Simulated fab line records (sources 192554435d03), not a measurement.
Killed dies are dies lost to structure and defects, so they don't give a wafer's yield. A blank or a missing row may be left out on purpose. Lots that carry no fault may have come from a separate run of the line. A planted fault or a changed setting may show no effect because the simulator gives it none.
The tool behind it: which one? | flow n5Finfet | 12 lots with 36 wafers sampled at 3 steps, on a route of 1938 steps

## WHAT EACH GAUGE READ, for each wafer
N5_BEOL_M2_OCD_MEAS_38.
lot  | measured     | on     | trenchDepthNm (nm)
L075 | day 6 17:17  | ocd-02 | 53.6 56.5 54.7
L077 | day 7 09:46  | ocd-02 | 56.0 53.3 54.1
L079 | day 8 02:36  | ocd-01 | 56.3 55.4 55.2
L081 | day 8 14:29  | ocd-02 | 54.1 54.5 53.8
L083 | day 8 19:14  | ocd-01 | 54.8 55.6 54.2
L086 | day 9 16:25  | ocd-01 | 54.6 56.9 54.2
L087 | day 9 23:19  | ocd-01 | 54.5 54.9 57.8
L089 | day 10 15:11 | ocd-02 | 56.9 54.8 56.3
L091 | day 11 00:23 | ocd-01 | 55.7 54.2 55.9
L092 | day 11 17:47 | ocd-02 | 56.0 56.4 54.6
L095 | day 12 07:46 | ocd-01 | 56.5 53.9 56.4
L097 | day 13 03:55 | ocd-01 | 55.8 54.5 56.1

## WHAT TOOL EACH LOT RAN ON (gives the tool, then ch and the chambers of the sampled wafers, and finally the start)
lot  | N5_BEOL_M2_ALD_98                | N5_BEOL_M2_VIA_ETCH_34
L075 | aldSin-01 ch 0,2, day 6 14:31    | rieDiel-04 ch 0,1,3, day 6 17:02
L077 | aldSin-03 ch 1,2, day 7 06:47    | rieDiel-04 ch 1,2,3, day 7 09:31
L079 | aldSin-01 ch 0,1,2, day 7 17:20  | rieDiel-04 ch 0,2,3, day 8 02:21
L081 | aldSin-02 ch 0,2, day 8 12:26    | rieDiel-05 ch 0,2, day 8 14:14
L083 | aldSin-02 ch 0,1,2, day 8 18:14  | rieDiel-05 ch 0,2, day 8 18:52
L086 | aldSin-01 ch 0,2, day 9 14:07    | rieDiel-06 ch 1,2, day 9 16:10
L087 | aldSin-01 ch 2,3, day 9 22:37    | rieDiel-06 ch 1,2, day 9 22:56
L089 | aldSin-02 ch 0,1, day 10 06:55   | rieDiel-05 ch 0,2, day 10 14:56
L091 | aldSin-02 ch 1,2,3, day 10 23:13 | rieDiel-05 ch 1,2,3, day 11 00:08
L092 | aldSin-01 ch 0,2,3, day 11 04:09 | rieDiel-05 ch 0,2,3, day 11 17:32
L095 | aldSin-01 ch 1,2, day 12 01:58   | rieDiel-04 ch 2,3, day 12 07:31
L097 | aldSin-03 ch 2,3, day 12 17:01   | rieDiel-04 ch 0,3, day 13 03:40
- N5_BEOL_M2_ALD_98: deposits SiO2, target thk 2.5 nm, pulse time 1 s, co reactant pulse time 1 s.
- N5_BEOL_M2_VIA_ETCH_34: etches the open film in C4F6/O2, target depth 69.4 nm, time 65.9 s.

## THE ANSWER, worked out from the rows above alone
Rule: the lots themselves supply what counts as usual. Put in order of their means at a reading, lots are off if they are a third of the lots or fewer, leave a main group of 4 or more, and stand apart from it by a gap of 3 or more times the standard deviation of the main group's means; of several such gaps the widest counts. If all means in a main group match to the digits the tables above print for the reading, that group is not used. Also off: a lot with no number at a reading for which 4 or more lots have one. All remaining lots with rows at the step are treated as sound.
Across all readings shown, no lot is off: no conclusion can be drawn from this.

## WHAT HAD BEEN PUT IN BY THE SIMULATOR
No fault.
